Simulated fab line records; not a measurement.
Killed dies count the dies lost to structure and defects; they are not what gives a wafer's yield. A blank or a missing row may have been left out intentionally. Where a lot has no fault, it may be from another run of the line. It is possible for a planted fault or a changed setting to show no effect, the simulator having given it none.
fab line records	flow nand-harc	part 1 of 2: steps 1 to 21 of 28
[record] lots = 5	wafers = 15	last-day = 24
route steps=1159 shown A_CONTACT@912
lots that met no fault: from a run of the same line without faults
start-h: start of the lot's first displayed wafer, in hours after the record's first day	wait-h: how many hours have passed since the lot's step before this one	" as in the row above	L1.1+2: one row covering several wafers at once	- no value present, or no start provided	* or withheld: withheld	< > ~ a bound
route shown NAME@n: a module of which the file shows steps, and the number in the route of the first	usual: mean/standard deviation of fault-free wafers	same: alike in all rows	chamber/n: place in a boat	sites: readings site by site	_std_site: the standard deviation of these	_edge_site: the outer-site mean with the inner-site mean subtracted	radius-mm: how far each site lies from the wafer's centre	mask NAME#n: copy n	behind: the most recent tool/chamber to have shaped the wafer	hold: why the lot went on hold/how many hours it stayed there/how the hold came to an end	device: whichever transistor did not switch (one of n, p or np)	end of line: the tests these same wafers got at the end of their route	a step without rows: its recipe alone	killed: the dies lost at the first sort to structure and to defects; this is not the yield of the wafer	map: the dies of a wafer, with x for killed, . for not killed, _ for no die there
set.NAME: the setting the step ran with; set.NAME@STEP: the setting that earlier step ran with	model.NAME: the simulator's own value behind a step, which no gauge read
lots at some steps of the route; a table a step, a row a wafer
services: a tool's chamber out of use, with start hour (start-h, from the record's first day; less than 0 if before it), hours out, and reason
[[steps]]
[step NHARC_A_CONTACT_ETCH_132]
[recipe] source-w = withheld	pressure-mtorr = 20	bias-v = 1200	time-s = 156	target-depth-a = 9580	ar-flow-sccm = withheld	c4f8-flow-sccm = withheld	o2-flow-sccm = withheld	chemistry = C4F8/O2/Ar
lot.wafer	tool	chamber	start-h	wait-h	rf-hours-counter-h
L074.2	har-cap-etch-02	0	378.12	0.1	9
L074.3	"	1	"	"	-
L074.6	"	1	"	"	-
L082.2	har-cap-etch-03	1	432.46	0.1	89
L082.4	"	1	"	"	-
L082.5	"	0	"	"	-
L087.1	har-cap-etch-01	0	453.10	0.1	70
L087.2	"	1	"	"	70
L087.3	"	0	"	"	-
L089.2	har-cap-etch-01	1	466.00	0.1	72
L089.3	"	0	"	"	-
L089.4	"	1	"	"	-
L097.4	har-cap-etch-03	0	523.49	0.1	-
L097.6	"	1	"	"	-
L097.5	"	0	"	"	-
[step NHARC_A_CONTACT_ETCH_133]
[recipe] source-w = withheld	pressure-mtorr = 20	bias-v = 400	time-s = 195	target-depth-a = 8400	ar-flow-sccm = withheld	c4f8-flow-sccm = 11.5	o2-flow-sccm = 7.2	chemistry = C4F8/O2/Ar
lot.wafer	tool	chamber	start-h	wait-h	rf-hours-counter-h
L074.2	har-cap-etch-02	0	378.26	0.1	9
L074.3	"	1	"	"	-
L074.6	"	1	"	"	-
L082.2	har-cap-etch-03	1	432.60	0.1	90
L082.4	"	1	"	"	-
L082.5	"	0	"	"	-
L087.1	har-cap-etch-01	0	453.24	0.1	70
L087.2	"	1	"	"	70
L087.3	"	0	"	"	-
L089.2	har-cap-etch-01	1	466.17	0.1	72
L089.3	"	0	"	"	-
L089.4	"	1	"	"	-
L097.4	har-cap-etch-03	0	523.70	0.2	-
L097.6	"	1	"	"	-
L097.5	"	0	"	"	-
[step NHARC_A_CONTACT_ETCH_91]
[recipe] target-depth-a = 400	over-etch-frac = 0.5	time-s = 85.7	ion-energy-ev = 120	ch3f-flow-sccm = 50	o2-flow-sccm = 30	ar-flow-sccm = 200	rf-w = 500	bias-w = 100	chemistry = CH3F/O2
[usual] drypump-motor-current-A = 5.8/0.47	mfc-ar-sccm = 200.0/0.64	oes-product-au = 0.94/0.033	rf-vpp-V = 245.2/1.5	showerhead-plenum-p-Torr = 2.51/0.09	throttle-valve-pct = 20.662/0.009
lot.wafer	tool	chamber	start-h	wait-h	drypump-motor-current-A	mfc-ar-sccm	oes-product-au	rf-hours-counter-h	rf-vpp-V	showerhead-plenum-p-Torr	throttle-valve-pct
L074.2	rie-diel-13	2	378.86	0.6	6.4	199.0	0.92	32	243.0	2.34	20.671
L074.3	"	3	"	"	5.4	200.2	0.94	32	244.4	2.43	20.690
L074.6	"	1	"	"	5.7	199.4	0.93	-	248.2	2.62	20.658
L082.2	rie-diel-12	1	433.17	0.5	6.2	199.5	0.92	7	244.9	2.54	20.663
L082.4	"	0	"	"	5.4	200.9	0.92	7	244.7	2.43	20.669
L082.5	"	2	"	"	6.3	200.1	0.93	-	245.7	2.61	20.640
L087.3	rie-diel-12	0	453.91	0.5	5.4	200.5	1.01	12	243.9	2.42	20.656
L087.1	"	1	"	"	6.3	201.3	1.01	12	246.1	2.54	20.668
L087.2	"	2	"	"	6.2	199.1	1.02	13	246.4	2.61	20.654
L089.3	rie-diel-13	0	466.69	0.4	5.9	199.8	0.92	2	246.4	2.49	20.668
L089.2	"	2	"	"	6.3	199.2	0.92	1	240.8	2.33	20.657
L089.4	"	3	"	"	5.4	200.3	0.93	-	243.0	2.42	20.660
L097.4	rie-diel-12	0	524.13	0.4	5.4	200.9	0.94	25	244.1	2.42	20.661
L097.5	"	0	"	"	5.4	201.0	0.95	-	244.7	2.42	20.665
L097.6	"	1	"	"	6.2	199.4	0.93	-	245.3	2.53	20.666
[step NHARC_A_CONTACT_ETCH_97]
[recipe] target-depth-a = 200	over-etch-frac = 0.5	time-s = 10	ion-energy-ev = 250	c4f6-flow-sccm = 25	o2-flow-sccm = 20	ar-flow-sccm = 500	rf-w = 600	bias-w = 500	chemistry = C4F6/O2
[usual] c4f6-flow-sccm = 25.01/0.069	drypump-motor-current-A = 5.8/0.47	mfc-ar-sccm = 499.7/1.3	oes-product-au = 0.961/0.025	rf-vpp-V = 548.4/2.6	showerhead-plenum-p-Torr = 4.00/0.13	throttle-valve-pct = 26.903/0.0088
lot.wafer	tool	chamber	start-h	wait-h	c4f6-flow-sccm	drypump-motor-current-A	mfc-ar-sccm	oes-product-au	rf-hours-counter-h	rf-vpp-V	showerhead-plenum-p-Torr	throttle-valve-pct
L074.2	rie-diel-13	1	-	-	25.02	5.7	502.6	0.945	33	552.8	4.17	26.907
L074.3	"	2	"	"	24.98	6.4	501.5	0.950	32	544.9	3.74	26.915
L074.6	"	0	"	"	25.05	5.9	499.8	0.940	-	548.3	3.99	26.886
L082.4	rie-diel-12	3	-	-	25.05	5.3	498.3	0.941	7	550.0	4.09	26.921
L082.2	"	0	"	"	24.95	5.4	500.5	0.945	7	546.2	3.87	26.899
L082.5	"	3	"	"	24.97	5.2	499.7	0.934	-	549.5	4.09	26.897
L087.2	rie-diel-12	2	-	-	24.87	6.3	498.6	1.006	13	552.2	4.15	26.903
L087.1	"	3	"	"	24.99	5.2	498.4	1.001	13	550.5	4.09	26.897
L087.3	"	1	"	"	25.11	6.2	498.0	1.008	12	548.0	4.04	26.900
L089.2	rie-diel-13	0	466.85	0.1	25.11	5.9	502.1	0.934	2	548.0	3.97	26.901
L089.3	"	2	"	"	24.95	6.4	500.3	0.928	1	541.5	3.73	26.911
L089.4	"	2	"	"	25.00	6.3	499.6	0.949	-	543.4	3.73	26.895
L097.4	rie-diel-12	2	-	-	25.04	6.3	499.2	0.932	26	550.4	4.14	26.906
L097.6	"	2	"	"	25.02	6.3	501.0	0.944	-	550.8	4.14	26.895
L097.5	"	3	"	"	25.07	5.2	499.3	0.940	-	549.8	4.08	26.910
[step NHARC_A_CONTACT_CD_MEAS_80]
[usual] cd-nm = 189.5/0.8
lot.wafer	tool	chamber	start-h	wait-h	cd-nm
L074.2	cd-sem-02	-	379.07	-	189.1
L074.3	"	-	"	"	188.6
L074.6	"	-	"	"	188.1
L082.2	cd-sem-02	-	433.39	-	190.4
L082.4	"	-	"	"	189.9
L082.5	"	-	"	"	189.6
L087.1	cd-sem-02	-	454.13	-	187.9
L087.2	"	-	"	"	188.1
L087.3	"	-	"	"	187.4
L089.2	cd-sem-03	-	466.94	-	190.3
L089.3	"	-	"	"	189.9
L089.4	"	-	"	"	191.2
L097.4	cd-sem-03	-	524.36	-	189.3
L097.5	"	-	"	"	189.6
L097.6	"	-	"	"	190.2
[step NHARC_A_CONTACT_STRIP_103]
[recipe] n2-flow-sccm = 150	h2-flow-sccm = 150	ar-flow-sccm = 0	bias-w = 0	chemistry = N2/H2
lot.wafer	tool	chamber	start-h	wait-h
L074.3+2+6	rie-diel-12	0,1,3	379.17	0.1
L082.4+2+5	rie-diel-13	2,1,2	433.46	0.1
L087.3+1+2	rie-diel-12	1,3,0	454.20	0.1
L089.3+2+4	rie-diel-13	2,3,2	467.03	0.1
L097.4+6+5	rie-diel-12	1,2,3	524.47	0.1
[step NHARC_A_CONTACT_STRIP_104]
[recipe] cf4-flow-sccm = 100	chf3-flow-sccm = 30	ar-flow-sccm = 0	bias-w = 0	chemistry = CF4/CHF3
lot.wafer	tool	chamber	start-h	wait-h
L074.2+3+6	rie-diel-12	0,3,0	379.25	0.1
L082.4+2+5	rie-diel-13	2,3,2	433.68	0.2
L087.3+2+1	rie-diel-12	0,1,2	454.30	0.1
L089.2+3+4	rie-diel-13	2,3,0	467.13	0.1
L097.4+6+5	rie-diel-12	2,3,0	524.55	0.1
[step NHARC_A_CONTACT_STRIP_105]
[recipe] o2-flow-sccm = 400	cos-flow-sccm = 20	ar-flow-sccm = 0	bias-w = 0	chemistry = O2/COS
lot.wafer	tool	chamber	start-h	wait-h
L074.3+2+6	rie-diel-12	2,0,2	379.31	0.1
L082.4+2+5	rie-diel-13	3,2,0	433.93	0.2
L087.2+3+1	rie-diel-12	3,1,2	454.38	0.1
L089.2+3+4	rie-diel-13	3,0,2	467.20	0.1
L097.4+5+6	rie-diel-12	3,0,1	524.61	0.1
[step NHARC_A_CONTACT_ETCH_106]
[recipe] target-depth-a = 600	overetch-a = 60	time-s = 33	ion-energy-ev = 100	cf4-flow-sccm = 80	o2-flow-sccm = 20	ar-flow-sccm = 0	rf-w = 300	bias-w = 100	chemistry = CF4/O2
[usual] cf4-flow-sccm = 80.04/0.24	drypump-motor-current-A = 5.8/0.47	mfc-ar-sccm = 0.009/0.012	oes-product-au = 0.999/0.0089	rf-vpp-V = 198.4/1.2	showerhead-plenum-p-Torr = 1.36/0.05	throttle-valve-pct = 13.396/0.0089
lot.wafer	tool	chamber	start-h	wait-h	cf4-flow-sccm	drypump-motor-current-A	mfc-ar-sccm	oes-product-au	rf-hours-counter-h	rf-vpp-V	showerhead-plenum-p-Torr	throttle-valve-pct
L074.2	rie-diel-12	0	379.38	0.1	79.99	5.3	0.026	1.007	33	198.4	1.32	13.396
L074.3	"	1	"	"	80.38	6.2	0.022	0.990	32	199.1	1.38	13.385
L074.6	"	3	"	"	80.10	5.2	0	1.006	-	198.9	1.40	13.386
L082.2	rie-diel-13	1	433.99	0.1	80.35	5.7	0.011	1.009	55	198.9	1.42	13.384
L082.4	"	2	"	"	80.35	6.3	0	0.995	52	196.6	1.27	13.399
L082.5	"	0	"	"	80.12	5.9	0	0.999	-	198.6	1.35	13.407
L087.1	rie-diel-12	1	454.54	0.2	80.43	6.2	0.022	1.013	12	198.3	1.38	13.408
L087.3	"	2	"	"	79.95	6.3	0	1.006	13	199.2	1.42	13.409
L087.2	"	3	"	"	79.79	5.2	0	1.001	13	200.9	1.39	13.402
L089.2	rie-diel-13	3	467.27	0.1	79.75	5.4	0.039	0.995	2	197.0	1.31	13.414
L089.3	"	0	"	"	79.78	5.9	0	0.990	2	197.2	1.35	13.410
L089.4	"	0	"	"	79.79	5.9	0	0.993	-	199.2	1.35	13.393
L097.4	rie-diel-12	3	524.67	0.1	79.90	5.3	0	0.986	26	198.4	1.39	13.384
L097.5	"	1	"	"	80.28	6.2	0.022	1.008	-	199.2	1.37	13.398
L097.6	"	2	"	"	79.89	6.3	0	1.010	-	199.2	1.42	13.396
[step NHARC_A_CONTACT_STRIP_82]
[recipe] o2-flow-sccm = 500	ar-flow-sccm = 0	bias-w = 0	chemistry = O2
[usual] drypump-motor-current-A = 5.8/0.47	mfc-ar-sccm = 0.011/0.013	oes-product-au = 1.001/0.0093	rf-vpp-V = 57.9/0.87	showerhead-plenum-p-Torr = 3.59/0.13	throttle-valve-pct = 17.037/0.0099
lot.wafer	tool	chamber	start-h	wait-h	drypump-motor-current-A	mfc-ar-sccm	oes-product-au	rf-hours-counter-h	rf-vpp-V	showerhead-plenum-p-Torr	throttle-valve-pct
L074.3	rie-diel-13	0	379.47	-	5.9	0	1.017	33	58.2	3.59	17.028
L074.2	"	2	"	"	6.3	0	0.994	32	56.9	3.36	17.041
L074.6	"	0	"	"	5.9	0	1.011	-	59.2	3.59	17.047
L082.2	rie-diel-13	0	-	-	5.9	0	0.993	54	58.0	3.58	17.036
L082.4	"	2	"	"	6.4	0	0.993	52	58.6	3.35	17.037
L082.5	"	3	"	"	5.4	0.039	1.001	-	57.0	3.48	17.051
L087.2	rie-diel-12	3	-	-	5.2	0	0.998	13	59.4	3.68	17.041
L087.1	"	1	"	"	6.2	0.022	1.003	12	58.2	3.64	17.023
L087.3	"	2	"	"	6.3	0	1.009	13	58.0	3.74	17.050
L089.2	rie-diel-13	0	-	-	5.9	0	0.985	2	57.8	3.57	17.029
L089.3	"	2	"	"	6.3	0	0.991	1	56.8	3.35	17.014
L089.4	"	3	"	"	5.4	0.039	0.995	-	59.2	3.47	17.044
L097.4	rie-diel-12	1	-	-	6.2	0.022	1.005	24	57.0	3.63	17.020
L097.5	"	3	"	"	5.2	0	0.987	-	57.8	3.67	17.036
L097.6	"	0	"	"	5.3	0.026	1.010	-	57.3	3.47	17.044
[step NHARC_A_CONTACT_STRIP_83]
[recipe] time-s = 600	temp-c = 30	chemistry = post-etch-residue-remover
lot.wafer	tool	chamber	start-h	wait-h
L074.3+2+6	wet-bench-04	6,7,0	379.75	-
L082.4+5+2	wet-bench-04	4,5,7	434.45	-
L087.3+2+1	wet-bench-04	0,1,3	454.96	-
L089.4+3+2	wet-bench-04	6,7,1	467.72	-
L097.4+6+5	wet-bench-04	4,6,7	525.04	-
[step NHARC_A_CONTACT_DEP_84]
[recipe] target-thk-a = 20000	temp-c = 400	material = aC
[usual] throttle-valve-pct = 35.000/0.0092
lot.wafer	tool	chamber	start-h	wait-h	throttle-valve-pct
L074.2	acl-dep-03	0	380.22	-	34.997
L074.3	"	0	"	"	35.007
L074.6	"	0	"	"	34.992
L082.2	acl-dep-03	0	435.57	-	35.005
L082.4	"	0	"	"	34.991
L082.5	"	0	"	"	35.004
L087.1	acl-dep-02	0	455.84	-	34.991
L087.2	"	0	"	"	35.016
L087.3	"	0	"	"	35.007
L089.2	acl-dep-02	0	468.70	-	35.003
L089.3	"	0	"	"	34.996
L089.4	"	0	"	"	34.999
L097.4	acl-dep-02	0	527.18	-	34.997
L097.5	"	0	"	"	34.992
L097.6	"	0	"	"	34.996
[step NHARC_A_CONTACT_DEP_85]
[recipe] target-thk-a = 500	target-thk-nm = 50	temp-c = 400	pressure-torr = 3.5	flow-sccm = 200	rf-w = 350	material = SiON
[usual] heater-power-w = 735/91
lot.wafer	tool	chamber	start-h	wait-h	heater-power-w
L074.2	pecvd-02	2	381.29	0.9	883
L074.3	"	1	"	"	724
L074.6	"	2	"	"	873
L082.2	pecvd-02	2	436.68	0.9	762
L082.4	"	0	"	"	726
L082.5	"	2	"	"	768
L087.1	pecvd-02	1	457.13	1.1	735
L087.3	"	2	"	"	885
L087.2	"	0	"	"	689
L089.2	pecvd-02	1	469.78	0.9	770
L089.3	"	2	"	"	779
L089.4	"	2	"	"	768
L097.6	pecvd-03	1	527.91	0.1	624
L097.5	"	2	"	"	733
L097.4	"	0	"	"	602
[step NHARC_A_CONTACT_DEHYDRATE_00]
[recipe] temp-c = 150	time-s = 120
[usual] heater-power-total-W = 182.7/1.2	resist-line-temp-C = 23.02/0.1
lot.wafer	tool	chamber	start-h	wait-h	heater-power-total-W	resist-line-temp-C
L074.2	litho-track-06	0	381.56	0.2	183.5	23.14
L074.3	"	0	"	"	181.3	23.00
L074.6	"	0	"	"	182.0	23.05
L082.2	litho-track-04	0	436.89	0.2	184.2	23.01
L082.4	"	0	"	"	181.3	22.93
L082.5	"	0	"	"	181.7	22.95
L087.1	litho-track-01	0	457.40	0.2	184.8	23.01
L087.2	"	0	"	"	183.4	23.03
L087.3	"	0	"	"	180.6	23.04
L089.2	litho-track-04	0	470.03	0.2	182.6	22.92
L089.3	"	0	"	"	183.7	23.07
L089.4	"	0	"	"	182.7	23.06
L097.4	litho-track-04	0	528.10	0.1	182.2	22.94
L097.5	"	0	"	"	184.0	22.99
L097.6	"	0	"	"	183.1	22.89
[step NHARC_A_CONTACT_HMDS_01]
[recipe] time-s = 30
[usual] resist-line-temp-C = 23.01/0.12
lot.wafer	tool	chamber	start-h	wait-h	resist-line-temp-C
L074.2	litho-track-06	0	-	-	23.11
L074.3	"	0	"	"	22.83
L074.6	"	0	"	"	23.04
L082.2	litho-track-04	0	-	-	23.07
L082.4	"	0	"	"	23.11
L082.5	"	0	"	"	23.02
L087.1	litho-track-01	0	-	-	22.91
L087.2	"	0	"	"	22.98
L087.3	"	0	"	"	23.15
L089.2	litho-track-04	0	-	-	22.86
L089.3	"	0	"	"	22.99
L089.4	"	0	"	"	22.88
L097.4	litho-track-04	0	-	-	23.05
L097.5	"	0	"	"	23.04
L097.6	"	0	"	"	23.06
[step NHARC_A_CONTACT_COAT_86]
[recipe] temp-c = 260	time-s = 75
[usual] heater-power-total-W = 486.8/1.6	resist-line-temp-C = 23.00/0.11
lot.wafer	tool	chamber	start-h	wait-h	heater-power-total-W	resist-line-temp-C
L074.2	litho-track-06	0	-	-	485.9	23.03
L074.3	"	0	"	"	488.4	23.05
L074.6	"	0	"	"	485.5	23.11
L082.2	litho-track-04	0	-	-	488.5	23.27
L082.4	"	0	"	"	487.1	23.12
L082.5	"	0	"	"	489.0	23.34
L087.1	litho-track-01	0	-	-	484.8	23.06
L087.2	"	0	"	"	484.9	22.92
L087.3	"	0	"	"	489.6	22.99
L089.2	litho-track-04	0	-	-	486.4	23.14
L089.3	"	0	"	"	485.5	22.98
L089.4	"	0	"	"	489.7	23.02
L097.4	litho-track-04	0	-	-	485.2	22.80
L097.5	"	0	"	"	488.8	22.89
L097.6	"	0	"	"	484.9	22.88
[step NHARC_A_CONTACT_COAT_87]
[recipe] temp-c = 225	time-s = 65
[usual] heater-power-total-W = 446.8/2.1	resist-line-temp-C = 23.02/0.11
lot.wafer	tool	chamber	start-h	wait-h	heater-power-total-W	resist-line-temp-C
L074.2	litho-track-06	0	-	-	444.6	23.07
L074.3	"	0	"	"	446.0	22.89
L074.6	"	0	"	"	449.0	22.93
L082.2	litho-track-04	0	-	-	444.0	22.94
L082.4	"	0	"	"	449.1	23.05
L082.5	"	0	"	"	449.0	23.00
L087.1	litho-track-01	0	-	-	449.5	23.31
L087.2	"	0	"	"	444.1	23.15
L087.3	"	0	"	"	448.1	23.25
L089.2	litho-track-04	0	-	-	449.7	23.10
L089.3	"	0	"	"	449.8	23.15
L089.4	"	0	"	"	449.2	22.95
L097.4	litho-track-04	0	-	-	447.6	22.93
L097.5	"	0	"	"	449.8	22.93
L097.6	"	0	"	"	444.5	22.87
[step NHARC_A_CONTACT_COAT_02]
[recipe] spin-rpm = 1500	resist-thk-nm = 90
[usual] resist-line-temp-C = 23.01/0.1
lot.wafer	tool	chamber	start-h	wait-h	resist-line-temp-C
L074.2	litho-track-06	0	-	-	22.95
L074.3	"	0	"	"	22.97
L074.6	"	0	"	"	22.84
L082.2	litho-track-04	0	-	-	22.89
L082.4	"	0	"	"	22.87
L082.5	"	0	"	"	22.77
L087.1	litho-track-01	0	-	-	23.00
L087.2	"	0	"	"	23.04
L087.3	"	0	"	"	22.99
L089.2	litho-track-04	0	-	-	22.95
L089.3	"	0	"	"	22.92
L089.4	"	0	"	"	23.03
L097.4	litho-track-04	0	-	-	22.99
L097.5	"	0	"	"	23.04
L097.6	"	0	"	"	23.01
[step NHARC_A_CONTACT_SOFTBAKE_03]
[recipe] temp-c = 105	time-s = 55
[usual] heater-power-total-W = 188.43/0.14	resist-line-temp-C = 22.97/0.099
lot.wafer	tool	chamber	start-h	wait-h	heater-power-total-W	resist-line-temp-C
L074.2	litho-track-06	0	-	-	188.40	22.95
L074.3	"	0	"	"	188.36	22.97
L074.6	"	0	"	"	188.50	22.90
L082.2	litho-track-04	0	-	-	188.71	22.95
L082.4	"	0	"	"	188.44	23.02
L082.5	"	0	"	"	188.20	22.88
L087.1	litho-track-01	0	-	-	188.27	23.10
L087.2	"	0	"	"	188.60	23.01
L087.3	"	0	"	"	188.68	23.12
L089.2	litho-track-04	0	-	-	188.75	22.99
L089.3	"	0	"	"	188.29	23.08
L089.4	"	0	"	"	188.72	23.02
L097.4	litho-track-04	0	-	-	188.46	22.82
L097.5	"	0	"	"	188.32	22.88
L097.6	"	0	"	"	188.51	22.97
[step NHARC_A_CONTACT_EBR_04]
[usual] resist-line-temp-C = 23.02/0.11
lot.wafer	tool	chamber	start-h	wait-h	resist-line-temp-C
L074.2	litho-track-06	0	-	-	23.02
L074.3	"	0	"	"	22.90
L074.6	"	0	"	"	23.05
L082.2	litho-track-04	0	-	-	23.03
L082.4	"	0	"	"	23.05
L082.5	"	0	"	"	22.91
L087.1	litho-track-01	0	-	-	22.86
L087.2	"	0	"	"	22.99
L087.3	"	0	"	"	23.16
L089.2	litho-track-04	0	-	-	23.03
L089.3	"	0	"	"	22.86
L089.4	"	0	"	"	22.91
L097.4	litho-track-04	0	-	-	22.91
L097.5	"	0	"	"	22.96
L097.6	"	0	"	"	22.88
[step NHARC_A_CONTACT_EXPOSE_05]
[recipe] na = 1.35	sigma-outer = 0.8	dose-mj = 84.24	mask-id = A_CC
[usual] focus-offset-nm = 0.0/0.5
lot.wafer	tool	chamber	start-h	wait-h	mask	focus-offset-nm
L074.2	arfi-scanner-03	0	381.75	-	A_CC#0	-1.0
L074.3	"	0	"	"	A_CC#0	-0.9
L074.6	"	0	"	"	A_CC#0	-0.4
L082.2	arfi-scanner-01	0	437.20	-	A_CC#0	-0.1
L082.4	"	0	"	"	A_CC#0	-0.6
L082.5	"	0	"	"	A_CC#0	-0.4
L087.1	arfi-scanner-02	0	457.59	-	A_CC#0	-0.1
L087.2	"	0	"	"	A_CC#0	0.1
L087.3	"	0	"	"	A_CC#0	0.8
L089.2	arfi-scanner-02	0	470.22	-	A_CC#0	-0.4
L089.3	"	0	"	"	A_CC#0	-0.8
L089.4	"	0	"	"	A_CC#0	0.2
L097.4	arfi-scanner-02	0	528.42	-	A_CC#0	0.4
L097.5	"	0	"	"	A_CC#0	-0.1
L097.6	"	0	"	"	A_CC#0	-0.2
